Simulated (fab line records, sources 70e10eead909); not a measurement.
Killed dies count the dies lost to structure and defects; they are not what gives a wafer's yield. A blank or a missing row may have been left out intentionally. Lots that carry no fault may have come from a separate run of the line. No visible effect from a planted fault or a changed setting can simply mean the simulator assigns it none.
A struck lot beside a sound one + flow nandHarc + 41 out of 1159 route steps
Sound: wafers L525.1, L525.2, L525.6. Struck: wafer L532.2. (L532.1, L532.4 of the same lot were not struck and are left out.) The cause comes at the end.
Each step with rows lists, per side, the tool, then ch with its chambers, then its first start. Under that, the readings that differ: sound wafers + struck wafers + difference of the means + sigmas: that difference in standard deviations of wafers without a fault.
alike: readings whose means differ by less than 2 such deviations, and words and numbers that are the same on both sides. not compared: withheld readings, readings that some wafer has no value for, bounds like >300 that may hide the same value, and numbers for which the record gives no deviation and whose values overlap.
A row with sigmas, a row that says differs or no value, or rows on one side alone: a step with any of these is where the two part. Non-overlapping numbers with no deviation appear without sigmas and do not part them. A reading missing from all wafers of one side parts the sides only when that side holds two or more wafers.

first, 2 steps without rows for these wafers: NHARC_A_STAIRCASE_SRD_154; NHARC_A_STAIRCASE_ETCH_403 (etches SiO2 in dHF, target depth 108.2 nm).
NHARC_A_STAIRCASE_ETCHBACK_422: etches the open film in CH3F/O2, target depth 40 nm, time 74.286 s.
  sound on rieDiel-11 ch 0,1,2, day 14 00:38; struck on rieDiel-12 ch 1, day 15 18:52
| reading              | sound                | struck | difference | sigmas |
|----------------------|----------------------|--------|------------|--------|
| throttleValvePct (%) | 20.659 20.648 20.661 | 20.687 | +0.031     | +3     |
  alike: drypumpMotorCurrentA, o2FlowSccm, oesProductAu, rfVppV, showerheadPlenumPTorr
  not compared: rfHoursCounterH
then, 6 steps without rows for these wafers: NHARC_A_STAIRCASE_ETCH_423 (etches SiO2 in dHF, target depth 30 nm); NHARC_A_STAIRCASE_ETCHBACK_157 (etches the open film in CH3F/O2, target depth 90 nm, time 167.14 s); NHARC_A_STAIRCASE_STRIP_475 (strips in O2, time 20 s); NHARC_A_STAIRCASE_DEP_471 (deposits SiO2, target thk 100 nm); NHARC_A_STAIRCASE_CMP_472 (polishes SiO2); NHARC_A_STAIRCASE_SRD_474.
NHARC_A_STAIRCASE_INSPECT_155:
  sound on defectInspect-01 at day 14 01:53; struck on defectInspect-02 at day 15 20:19
  alike: rawDefectCount
NHARC_A_SGD_CUT_DEP_00: deposits SiNx, target thk 50 nm.
  sound on pecvd-04 ch 0,2, day 14 01:59; struck on pecvd-04 ch 0, day 15 20:22
  alike: heaterPowerW
then, 10 steps without rows for these wafers: NHARC_A_SGD_CUT_DEHYDRATE_01 (time 120 s); NHARC_A_SGD_CUT_HMDS_02 (time 30 s); NHARC_A_SGD_CUT_COAT_56 (time 75 s); NHARC_A_SGD_CUT_COAT_57 (time 65 s); NHARC_A_SGD_CUT_COAT_03 (resist thk 90 nm); NHARC_A_SGD_CUT_SOFTBAKE_04 (time 55 s); NHARC_A_SGD_CUT_EBR_05; NHARC_A_SGD_CUT_EXPOSE_06 (exposes mask SGD); NHARC_A_SGD_CUT_PEB_07 (peb time 65 s); NHARC_A_SGD_CUT_DEVELOP_08 (develop time 35 s).
NHARC_A_SGD_CUT_CD_MEAS_09: the cd target is 100 nm.
  sound on cdSem-02 ch 0, day 14 02:37; struck on cdSem-03 ch 0, day 15 20:58
  alike: cdNm
NHARC_A_SGD_CUT_OVL_MEAS_10:
  sound on overlay-02 at day 14 02:42; struck on overlay-02 at day 15 21:04
| reading         | sound       | struck | difference | sigmas |
|-----------------|-------------|--------|------------|--------|
| overlayYNm (nm) | 0.6 1.0 1.4 | -0.5   | -1.5       | -3     |
  alike: overlayXNm
NHARC_A_SGD_CUT_INSPECT_11:
  sound on defectInspect-01 at day 14 02:44; struck on defectInspect-02 at day 15 21:06
  alike: rawDefectCount
NHARC_A_SGD_CUT_DESCUM_14: chemistry O2, time 3 s.
  sound on rieDiel-08 ch 0,2, day 14 02:48; struck on rieDiel-01 ch 3, day 15 21:10
  alike: drypumpMotorCurrentA, o2FlowSccm, oesProductAu, rfVppV, showerheadPlenumPTorr, throttleValvePct
  not compared: rfHoursCounterH
then, 1 step without rows for these wafers: NHARC_A_SGD_CUT_ETCH_58 (etches the open film in CF4, target depth 39 nm, time 65 s).
NHARC_A_SGD_CUT_ETCH_59: etches the open film in N2/H2, target depth 260 nm, time 406.25 s.
  sound: rieDiel-08 ch 0,1,2; struck: rieDiel-01 ch 2
  alike: drypumpMotorCurrentA, h2FlowSccm, oesProductAu, rfVppV, showerheadPlenumPTorr, throttleValvePct
  not compared: rfHoursCounterH
then, 8 steps without rows for these wafers: NHARC_A_SGD_CUT_ETCH_15 (etches the open film in CH3F/O2, target depth 75 nm, time 64.3 s); NHARC_A_SGD_CUT_ETCH_16 (etches the open film in C4F8/O2/Ar, target depth 310.5 nm, time 155.2 s); NHARC_A_SGD_CUT_STRIP_60 (strips in C4F8/O2/Ar); NHARC_A_SGD_CUT_STRIP_17 (strips in O2); NHARC_A_SGD_CUT_PRECLEAN_18 (cleans in SC1); NHARC_A_SGD_CUT_SRD_19; NHARC_A_SGD_CUT_DEP_20 (deposits SiO2, target thk 150 nm); NHARC_A_SGD_CUT_ANNEAL_27 (time 1800 s).
NHARC_A_SGD_CUT_CMP_21: polishes, target thk 148.19 nm.
  sound on cmp-01 ch 0,1,2, day 14 06:35; struck on cmp-01 ch 3, day 16 05:04
  alike: motorCurrentA, timeToEndpointS
NHARC_A_SGD_CUT_THK_MEAS_22: measures by ellipsometry.
  sound on filmMetro-02 at day 14 06:47; struck on filmMetro-02 at day 16 05:19
  alike: thkNm
then, 2 steps without rows for these wafers: NHARC_A_SGD_CUT_SRD_23; NHARC_A_SGD_CUT_ETCH_26 (etches SiO2 in dHF, target depth 45.8 nm).
NHARC_A_SGD_CUT_ETCHBACK_24: etches the open film in CH3F/O2, target depth 50 nm, time 92.857 s.
  sound on rieDiel-04 ch 0,1,2, day 14 07:06; struck on rieDiel-08 ch 3, day 16 05:32
  alike: drypumpMotorCurrentA, o2FlowSccm, oesProductAu, rfVppV, showerheadPlenumPTorr, throttleValvePct
  not compared: rfHoursCounterH
-- record jumps: 8 days between struck wafers' starts before vs after; left off in module A_SGD_CUT, resumes in module END, first step shown is number 1159 of the route --
NHARC_END_SORT_01:
  only the struck wafers appear in the record here, on prober-01 ch 0 at day 24 04:37; the sound ones have no rows

== WHERE THEY PART ==
At NHARC_A_STAIRCASE_ETCHBACK_422 first; at NHARC_END_SORT_01 last (within this record only).

WHY: what the simulator had put in
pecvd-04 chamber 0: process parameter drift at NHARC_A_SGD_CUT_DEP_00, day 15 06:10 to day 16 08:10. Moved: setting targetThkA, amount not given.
